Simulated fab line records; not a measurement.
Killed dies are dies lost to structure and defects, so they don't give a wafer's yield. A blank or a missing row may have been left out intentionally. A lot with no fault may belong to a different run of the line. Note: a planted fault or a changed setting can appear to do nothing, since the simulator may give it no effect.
Matching of chambers / flow nandHarc / pecvd-02 running NHARC_THIN_TSV_DEP_43: 3 sister chambers
The step deposits SiO2, target thk 1328.5 nm. 6 wafers are shown with their chamber, then 12 later ones without.

## WAFERS WITH THEIR CHAMBER
wafer=L085.5; chamber=1; showerheadVppV (V)=1832; throttleValvePct (%)=15.7
wafer=L084.2; chamber=0; showerheadVppV (V)=1652; throttleValvePct (%)=16.2
wafer=L084.4; chamber=1; showerheadVppV (V)=1827; throttleValvePct (%)=15.5
wafer=L083.1; chamber=0; showerheadVppV (V)=1668; throttleValvePct (%)=16.3
wafer=L083.3; chamber=2; showerheadVppV (V)=1782; throttleValvePct (%)=15.9
wafer=L083.4; chamber=2; showerheadVppV (V)=1798; throttleValvePct (%)=15.6

## WAFERS WHOSE CHAMBER IS MISSING
wafer=L087.2; showerheadVppV (V)=1699; throttleValvePct (%)=16.3
wafer=L087.4; showerheadVppV (V)=1809; throttleValvePct (%)=15.5
wafer=L087.5; showerheadVppV (V)=1881; throttleValvePct (%)=15.8
wafer=L086.3; showerheadVppV (V)=1775; throttleValvePct (%)=16.0
wafer=L086.5; showerheadVppV (V)=1815; throttleValvePct (%)=15.8
wafer=L086.6; showerheadVppV (V)=1786; throttleValvePct (%)=15.8
wafer=L094.1; showerheadVppV (V)=1846; throttleValvePct (%)=15.7
wafer=L094.2; showerheadVppV (V)=1800; throttleValvePct (%)=16.0
wafer=L094.6; showerheadVppV (V)=1815; throttleValvePct (%)=15.8
wafer=L096.2; showerheadVppV (V)=1820; throttleValvePct (%)=15.7
wafer=L096.3; showerheadVppV (V)=1675; throttleValvePct (%)=15.9
wafer=L096.5; showerheadVppV (V)=1861; throttleValvePct (%)=15.7

## CHAMBER TAKEN BY EACH
wafer=L087.2; from the rows above=0; in truth=0
wafer=L087.4; from the rows above=can't be placed: 1 or 2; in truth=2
wafer=L087.5; from the rows above=1; in truth=1
wafer=L086.3; from the rows above=2; in truth=2
wafer=L086.5; from the rows above=can't be placed: 1 or 2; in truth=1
wafer=L086.6; from the rows above=2; in truth=2
wafer=L094.1; from the rows above=1; in truth=1
wafer=L094.2; from the rows above=2; in truth=2
wafer=L094.6; from the rows above=can't be placed: 1 or 2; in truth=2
wafer=L096.2; from the rows above=can't be placed: 1 or 2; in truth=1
wafer=L096.3; from the rows above=0; in truth=0
wafer=L096.5; from the rows above=1; in truth=1
8 of 12 placed correctly. Can't be placed from these rows: 4 (the true chamber is among the candidates in 4). Wrongly placed: 0.
How it was worked out, from the rows above alone: a wafer's distance from a chamber is the root of the sum, over the readings, of the square of ((its reading less the chamber's mean) divided by the reading's scatter). The wafer belongs to the nearest chamber; if the next one is less than 2 further off, it can't be placed. The mean given for a chamber averages the wafers shown for that chamber. The scatter: take each reading less its chamber's mean, square it, sum over the shown wafers, divide by the number of wafers less the number of chambers, and take the root.
